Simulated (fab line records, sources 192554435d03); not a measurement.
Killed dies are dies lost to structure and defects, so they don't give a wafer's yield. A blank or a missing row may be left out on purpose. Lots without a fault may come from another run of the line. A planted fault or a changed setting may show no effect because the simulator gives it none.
fab line records | flow n5_finfet
record lots=5 wafers=14 last_day=21
route steps=1938 shown HKMG_FIN@444 BEOL_M4@1111 PASSIVATION@1936
lots that met no fault: from a run of the same line without faults
start_h: hours from the record's first day to the start of the lot's first wafer shown | wait_h: hours since the lot's step before | " the same as in the row above | L1.1+2: a row that stands for several wafers | - no value, or no start given | * or withheld: withheld | < > ~ a bound
route shown NAME@n: a module of which the file shows steps, and the number in the route of the first | usual: mean/standard deviation of fault-free wafers | same: alike in all rows | chamber/n: place in a boat | sites: the reading at each site | _std_site: their standard deviation | _edge_site: outer sites' mean less inner sites' | radius_mm: how far each site lies from the wafer's centre | mask NAME#n: copy n | behind: the tool/chamber that last shaped the wafer | hold: why the lot was held/for how many hours/how that ended | device: the transistor (n, p or np) that didn't switch | end of line: the same wafers' tests at the end of the route | a step without rows: its recipe alone | killed: dies lost to structure and defects at the first sort, not the wafer's yield | map: a wafer's dies, x killed, . not, _ none there
set.NAME: the setting as run; set.NAME@STEP: as run at that earlier step | model.NAME: the simulator's own value behind a step, which no gauge read
lots at some steps of the route; a table a step, a row a wafer
services: from which hour (start_h, from the record's first day; less than 0 if before it) a tool's chamber was out of use, for how many hours, and why
## steps
# step N5_HKMG_FIN_ETCH_86
# recipe chemistry=N2/H2 target=SOC target_depth_a=3932 stop_on=TiN ion_energy_ev=100 bias_w=61 pressure_mtorr=30 source_w=850 n2_flow_sccm=200 h2_flow_sccm=200
# usual chamber_pressure_mTorr=30.00/0.031 drypump_motor_current_A=5.9/0.4 oes_product_au=0.78/0.081 rf_vpp_V=241.2/1.2 showerhead_plenum_p_Torr=2.59/0.078 throttle_valve_pct=17.80/0.26
# columns lot.wafer tool chamber start_h wait_h chamber_pressure_mTorr drypump_motor_current_A oes_product_au rf_hours_counter_h rf_vpp_V showerhead_plenum_p_Torr throttle_valve_pct
L627.1 rie_diel-04 1 92.02 - 29.99 6.3 0.96 9 241.1 2.62 18.00
L627.4 " 0 " " 30.00 5.1 0.70 213 240.5 2.52 18.12
L627.5 " 3 " " 30.02 5.7 0.71 - 240.7 2.62 17.88
L630.2 rie_diel-04 0 117.08 - 29.95 5.1 0.69 220 238.8 2.52 18.14
L630.3 " 3 " " 30.01 5.7 0.70 221 241.7 2.62 17.89
L630.6 " 2 " " 30.01 5.7 0.81 - 240.2 2.56 17.55
L641.1 rie_diel-05 1 177.48 - 30.03 6.2 0.92 13 242.4 2.73 18.02
L641.2 " 2 " " 30.00 5.8 0.86 44 240.4 2.59 17.68
L646.2 rie_diel-01 0 208.80 - 29.98 6.2 0.81 88 241.7 2.71 18.00
L646.3 " 2 " " 30.02 5.5 0.72 188 239.6 2.54 17.72
L646.4 " 3 " " 29.99 6.4 0.72 180 241.0 2.53 17.59
L647.1 rie_diel-01 2 219.23 - 29.99 5.5 0.71 192 241.2 2.54 17.72
L647.4 " 1 " " 29.99 5.9 0.66 250 240.6 2.49 18.15
L647.5 " 2 " " 29.98 5.6 0.71 - 240.7 2.54 17.72
# step N5_HKMG_FIN_STRIP_89
# recipe chemistry=N2/H2 material=SOC time_s=20 power_w=500 temp_c=40 pressure_mtorr=50 rf_frequency_hz=6e+07 bias_power_w=8 h2_frac=0.5 n2_flow_sccm=300 h2_flow_sccm=300
# usual chamber_pressure_mTorr=50.00/0.046 drypump_motor_current_A=6.0/0.4 oes_product_au=0.78/0.081 rf_vpp_V=54.3/0.86 showerhead_plenum_p_Torr=3.42/0.099 throttle_valve_pct=19.1/0.43
# columns lot.wafer tool chamber start_h wait_h chamber_pressure_mTorr drypump_motor_current_A oes_product_au rf_hours_counter_h rf_vpp_V showerhead_plenum_p_Torr throttle_valve_pct
L627.1 rie_diel-04 1 92.08 0.0 50.00 6.3 0.97 9 53.5 3.46 19.7
L627.4 " 0 " " 49.98 5.1 0.71 213 52.8 3.34 19.3
L627.5 " 3 " " 49.99 5.7 0.74 - 55.8 3.46 18.9
L630.2 rie_diel-04 0 117.14 0.0 50.05 5.1 0.71 220 54.0 3.33 19.3
L630.3 " 3 " " 50.06 5.6 0.73 222 54.0 3.46 19.0
L630.6 " 2 " " 49.95 5.7 0.80 - 54.0 3.38 18.9
L641.1 rie_diel-05 1 177.54 0.0 50.07 6.2 0.92 13 54.6 3.59 19.7
L641.2 " 2 " " 50.03 5.8 0.87 44 53.3 3.42 19.0
L646.2 rie_diel-01 0 208.86 0.0 50.03 6.3 0.80 88 53.9 3.57 19.6
L646.3 " 2 " " 50.03 5.6 0.73 188 53.8 3.35 18.9
L646.4 " 3 " " 50.01 6.4 0.72 180 54.5 3.34 18.8
L647.1 rie_diel-01 2 219.29 0.0 49.97 5.5 0.72 192 52.6 3.35 18.9
L647.4 " 1 " " 49.95 5.9 0.66 250 55.7 3.29 19.5
L647.5 " 2 " " 49.97 5.6 0.71 - 53.7 3.35 18.9
# step N5_HKMG_FIN_WET_ETCH_87
# recipe chemistry=SC1 target=TiN mix=1:2:40 temp_c=50 time_s=154.2 target_depth_nm=4.7 dry=ipa_marangoni rinse_time_s=30 rinse_temp_c=23
# step N5_HKMG_FIN_STRIP_88
# recipe chemistry=N2/H2 power_w=2500 temp_c=300 h2_frac=0.65 time_s=360 pressure_mtorr=withheld n2_flow_sccm=1750 h2_flow_sccm=3250
# step N5_HKMG_FIN_NWFM_ALD_20
# recipe material=TiAlC target_thk_a=20 temp_c=300 ald_precursor_family=TiCl4 ald_co_reactant=TEA pulse_time_s=3 purge_time_s=2 co_reactant_purge_time_s=2 co_reactant_pulse_time_s=10 ald_cycles=7 pressure_torr=3
# usual ald_cycles=7/0 heater_power_w=491/52 precursor_pulse_height_rel=0.999/0.018
# same co_reactant_purge_time_s=2
# columns lot.wafer tool chamber start_h wait_h ald_cycles heater_power_w precursor_pulse_height_rel
L627.1 ald_metal-02 1 92.65 0.3 7 521 1.011
L627.4 " 3 " " 7 525 1.010
L627.5 " 1 " " 7 566 1.004
L630.2 ald_metal-02 3 117.72 0.3 7 525 1.008
L630.3 " 2 " " 7 489 1.003
L630.6 " 1 " " 7 528 1.005
L641.1 ald_metal-02 3 178.11 0.3 7 542 1.008
L641.2 " 2 " " 7 483 1.007
L646.2 ald_metal-02 2 209.46 0.3 7 472 0.992
L646.3 " 0 " " 7 401 1.001
L646.4 " 3 " " 7 515 1.004
L647.1 ald_metal-02 1 219.86 0.3 7 543 0.965
L647.4 " 0 " " 7 412 0.999
L647.5 " 3 " " 7 521 0.994
# step N5_HKMG_FIN_ALD_71
# recipe material=TiN target_thk_a=10 temp_c=400 ald_precursor_family=TiCl4 ald_co_reactant=NH3 pulse_time_s=1 purge_time_s=3 co_reactant_purge_time_s=2 co_reactant_pulse_time_s=2 ald_cycles=47 pressure_torr=3
# step N5_HKMG_FIN_COAT_66
# recipe resist=SOC temp_c=250 time_s=60 spin_rpm=1500 resist_thk_nm=300
# step N5_HKMG_FIN_ETCH_67
# recipe chemistry=N2/H2 target=SOC target_depth_a=3889 stop_on=TiN ion_energy_ev=100 bias_w=61 pressure_mtorr=30 source_w=850 n2_flow_sccm=200 h2_flow_sccm=200
# step N5_HKMG_FIN_STRIP_90
# recipe chemistry=N2/H2 material=SOC time_s=20 power_w=500 temp_c=40 pressure_mtorr=50 rf_frequency_hz=6e+07 bias_power_w=8 h2_frac=0.5 n2_flow_sccm=300 h2_flow_sccm=300
# usual chamber_pressure_mTorr=49.99/0.046 drypump_motor_current_A=5.9/0.43 oes_product_au=0.81/0.094 rf_vpp_V=54.3/0.8 showerhead_plenum_p_Torr=3.43/0.11 throttle_valve_pct=19.1/0.51
# columns lot.wafer tool chamber start_h wait_h chamber_pressure_mTorr drypump_motor_current_A oes_product_au rf_hours_counter_h rf_vpp_V showerhead_plenum_p_Torr throttle_valve_pct
L627.1 rie_diel-01 1 93.15 0.0 49.96 5.9 0.70 205 55.0 3.31 19.4
L627.4 " 3 " " 49.93 6.5 0.74 141 54.9 3.36 18.8
L627.5 " 0 " " 50.00 6.2 0.86 - 53.7 3.59 19.6
L630.2 rie_diel-04 3 118.31 0.0 50.00 5.7 0.73 222 54.1 3.46 18.9
L630.3 " 2 " " 50.00 5.7 0.79 75 54.4 3.38 18.8
L630.6 " 0 " " 50.02 5.1 0.71 - 54.1 3.33 19.3
L641.1 rie_diel-01 1 178.61 0.0 49.99 5.9 0.66 232 54.5 3.30 19.5
L641.2 " 2 " " 50.01 5.6 0.73 173 53.7 3.36 18.9
L646.2 rie_diel-01 0 210.15 0.0 49.99 6.2 0.80 89 54.2 3.57 19.6
L646.3 " 2 " " 49.96 5.5 0.72 189 53.6 3.35 18.9
L646.4 " 3 " " 49.95 6.4 0.71 181 53.4 3.34 18.8
L647.1 rie_diel-05 1 220.40 0.0 50.02 6.2 0.88 32 55.1 3.58 19.8
L647.4 " 0 " " 50.01 5.7 0.83 75 55.0 3.51 18.3
L647.5 " 2 " " 50.08 5.8 0.83 - 55.1 3.41 19.1
# step N5_HKMG_FIN_WET_ETCH_73
# recipe chemistry=SC1 mix=1:2:40 temp_c=50 time_s=42.3 target_depth_nm=1.3 dry=ipa_marangoni rinse_time_s=30 rinse_temp_c=23
# step N5_HKMG_FIN_ETCHBACK_68
# recipe chemistry=Cl2/Ar stop_on=HfO2 target_depth_a=5 pressure_mtorr=10 icp_w=600 bias_w=60 Cl2_flow_sccm=40 Ar_flow_sccm=60
# step N5_HKMG_FIN_STRIP_69
# recipe chemistry=N2/H2 power_w=2500 temp_c=300 h2_frac=0.65 time_s=360 pressure_mtorr=withheld n2_flow_sccm=1750 h2_flow_sccm=3250
# usual drypump_motor_current_A=6.03/0.3 heater_power_w=434/19
# columns lot.wafer tool chamber start_h wait_h drypump_motor_current_A heater_power_w rf_hours_counter_h
L627.1 plasma_asher-01 1 93.45 0.1 5.74 452 65
L627.4 " 0 " " 6.23 431 -
L627.5 " 0 " " 6.25 434 -
L630.2 plasma_asher-02 0 118.61 0.1 5.75 412 61
L630.3 " 0 " " 5.73 402 -
L630.6 " 1 " " 6.41 433 -
L641.1 plasma_asher-02 0 178.91 0.1 5.74 416 73
L641.2 " 1 " " 6.43 433 73
L646.2 plasma_asher-01 0 210.45 0.1 6.23 428 90
L646.3 " 0 " " 6.22 429 -
L646.4 " 1 " " 5.72 450 -
L647.1 plasma_asher-02 1 220.70 0.1 6.44 441 81
L647.4 " 1 " " 6.42 432 -
L647.5 " 1 " " 6.43 437 -
# step N5_HKMG_FIN_ALD_21
# recipe material=TiN target_thk_a=15 temp_c=400 ald_precursor_family=TiCl4 ald_co_reactant=NH3 pulse_time_s=1 purge_time_s=3 co_reactant_purge_time_s=2 co_reactant_pulse_time_s=2 ald_cycles=68 pressure_torr=3
# usual ald_cycles=68/0 heater_power_w=877/88 precursor_pulse_height_rel=0.996/0.02
# same co_reactant_purge_time_s=2
# columns lot.wafer tool chamber start_h wait_h ald_cycles heater_power_w precursor_pulse_height_rel
L627.1 ald_metal-03 0 93.83 0.3 68 968 1.002
L627.4 " 2 " " 68 803 0.995
L627.5 " 1 " " 68 784 0.937
L630.2 ald_metal-01 0 119.00 0.3 68 804 0.998
L630.3 " 2 " " 68 821 0.993
L630.6 " 1 " " 68 1019 0.990
L641.1 ald_metal-01 3 179.29 0.3 51 960 0.996
L641.2 " 1 " " 51 998 1.018
L646.2 ald_metal-02 3 210.83 0.3 68 894 1.011
L646.3 " 2 " " 68 848 1.029
L646.4 " 0 " " 68 738 0.995
L647.1 ald_metal-03 1 221.08 0.3 68 782 1.015
L647.4 " 2 " " 68 798 0.980
L647.5 " 1 " " 68 786 1.026
# step N5_HKMG_FIN_ALD_72
# recipe material=W target_thk_a=20 temp_c=300 pressure_torr=7.5 ald_precursor_family=WF6 ald_co_reactant=B2H6 pulse_time_s=1 purge_time_s=2 co_reactant_purge_time_s=2 co_reactant_pulse_time_s=3 ald_cycles=7
# step N5_BEOL_M4_RC_MEAS_101
# usual DIBL_N=37.7/2 DIBL_P=37.7/2.3 IOFF_N=0.18/0.039 IOFF_P=0.23/0.042 ION_N=681/12 ION_P=463/8 SS_N=71.9/0.68 SS_P=73.6/0.71 VT_N=248/3.2 VT_P=-249/3.1
# columns lot.wafer tool chamber start_h wait_h DIBL_N[mV/V] DIBL_P[mV/V] IOFF_N[nA/um] IOFF_P[nA/um] ION_N[uA/um] ION_P[uA/um] SS_N[mV/dec] SS_P[mV/dec] VT_N[mV] VT_P[mV]
L627.1 prober-02 0 276.54 0.0 36.3 35.9 0.14 0.19 672 461 71.8 72.8 250 -253
L627.4 " 0 " " 39.9 39.0 0.21 0.22 679 451 72.2 73.2 248 -250
L627.5 " 0 " " 39.6 38.8 0.22 0.21 685 454 72.5 73.6 245 -251
L630.2 prober-01 0 305.45 0.2 38.0 39.8 0.20 0.25 684 466 72.1 75.0 244 -250
L630.3 " 0 " " 36.3 37.4 0.16 0.19 685 465 72.2 73.8 250 -249
L630.6 " 0 " " 36.6 38.5 0.18 0.22 701 473 72.0 73.5 244 -249
L641.1 prober-02 0 348.45 0.0 38.2 37.3 0.19 0.25 676 461 72.1 74.2 248 -250
L641.2 " 0 " " 37.6 35.4 0.19 0.23 685 471 71.3 73.7 245 -247
L646.2 prober-02 0 389.25 0.2 33.0 31.6 0.11 0.16 654 450 70.5 72.0 255 -252
L646.3 " 0 " " 36.0 36.1 0.16 0.22 661 457 71.9 74.1 248 -250
L646.4 " 0 " " 35.5 35.9 0.17 0.21 680 470 71.7 72.5 249 -246
L647.1 prober-02 0 402.27 0.0 38.4 37.0 0.23 0.25 706 471 72.1 73.2 241 -246
L647.4 " 0 " " 37.0 34.9 0.16 0.21 663 455 71.9 72.4 251 -247
L647.5 " 0 " " 38.9 39.3 0.24 0.29 705 475 72.5 75.0 241 -245
# step N5_PASSIVATION_PROBE_49
# usual defect_limited_yield=91.1/1.4 killed_at_M0_to_M3=34/9.6 killed_at_M4_up=15/5.3 killed_at_contacts=12/6.1 killed_at_front_end=40/11 killed_at_other=3.5/2.8 killed_dies=105/17 killed_open=70/12 killed_short=34/7.7 sort_bin_5_function=5.2/0.97 sort_bin_6_memory=3.4/0.62 sort_n_pass=1075/17 sort_yield_pct=91.1/1.4
# same gross_dies=1180 killed_at_back_side=0 sort_bin_4_leakage[%]=0 sort_bin_8_speed[%]=0
# columns lot.wafer tool chamber start_h wait_h defect_limited_yield[%] killed_at_M0_to_M3 killed_at_M4_up killed_at_contacts killed_at_front_end killed_at_other killed_dies killed_open killed_short sort_bin_5_function[%] sort_bin_6_memory[%] sort_n_pass sort_yield_pct[%]
L627.1 prober-01 - 392.26 0.0 90.9 40 21 19 27 0 107 74 32 5.7 3.0 1073 90.9
L627.4 prober-01 - 392.41 0.2 91.5 29 10 26 35 0 100 64 36 4.6 3.5 1080 91.5
L627.5 prober-01 - 392.46 0.2 89.1 46 22 12 49 0 129 78 50 6.9 3.8 1051 89.1
# killed by level:class
L627.1 BEOL_M4:geometric_particle:open=16 MOL_CONTACT_COAG:geometric_particle:open=13 BEOL_M0_SAQP:geometric_particle:open=10 BEOL_M0_SAQP:geometric_particle:short=7 FIN_SAQP:geometric_particle:open=6 MOL_CONTACT_COAG:geometric_particle:short=6 BEOL_M1:geometric_particle:open=6 BEOL_M2:geometric_particle:open=6
L627.4 MOL_CONTACT_COAG:geometric_particle:open=18 STI_FIN_REVEAL:geometric_particle:open=12 BEOL_M3:geometric_particle:open=11 MOL_CONTACT_COAG:geometric_particle:short=8 BEOL_M0_SAQP:geometric_particle:short=8 FIN_SAQP:geometric_particle:open=4 FIN_SAQP:geometric_particle:short=4 BEOL_M0_SAQP:geometric_particle:open=4
L627.5 BEOL_M0_SAQP:geometric_particle:short=12 BEOL_M0_SAQP:geometric_particle:open=12 BEOL_M4:geometric_particle:open=12 STI_FIN_REVEAL:geometric_particle:open=11 MOL_CONTACT_COAG:geometric_particle:open=9 FIN_SAQP:geometric_particle:open=7 BEOL_M3:geometric_particle:open=6 STARTING-WAFER:geometric_particle:open=6
## services
# columns tool chamber start_h hours kind
rie_diel-05 3 89.42 - clean
rie_diel-05 3 89.42 - consumable_replace:focus_ring
rie_diel-05 3 89.42 - consumable_replace:showerhead
rie_diel-05 3 89.42 32.7 scheduled_down
rie_diel-05 - 89.99 15.6 pm
rie_diel-01 - 109.73 14.6 pm
ald_metal-02 - 114.20 0.7 repair
ald_metal-01 - 124.88 0.9 repair
ald_metal-01 1 154.10 16.1 repair
ald_metal-03 3 160.13 24.5 repair
rie_diel-01 3 166.05 3.5 repair
rie_diel-04 0 198.98 - clean
rie_diel-04 0 198.98 - consumable_replace:focus_ring
rie_diel-04 0 198.98 36.9 scheduled_down
rie_diel-04 0 198.98 36.9 vent_cycle
rie_diel-04 1 200.64 69.6 repair
rie_diel-04 3 203.83 8.1 repair
ald_metal-03 - 207.08 6.0 pm
plasma_asher-01 - 212.26 2.8 pm
rie_diel-01 - 214.57 2.8 pm
rie_diel-01 1 219.36 - clean
rie_diel-01 1 219.36 - consumable_replace:focus_ring
rie_diel-01 1 219.36 21.5 scheduled_down
rie_diel-01 1 219.36 21.5 vent_cycle
## key
first_sign step=N5_HKMG_FIN_ALD_21 reading=ald_cycles direction=down sigmas=99+ usual=* struck=*
effect none on later readings
met_at N5_HKMG_FIN_ALD_21
struck_wafers L641.1,L641.2
baseline_loss step=N5_HKMG_FIN_ETCH_86 wafers=L641.1
onset_between 119.00 179.29
fault kind=process_parameter_drift tool=ald_metal-01 chamber=- onset_h=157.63 steps=N5_HKMG_FIN_ALD_21 channel=ald_cycles offset=* shape=step end_h=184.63 scope=struck_wafers_only acts_in=* stated=*
# baseline_loss: these wafers lose ten dies or more at that step, a loss of the line's own and not of a fault; the sort's usual values leave them out
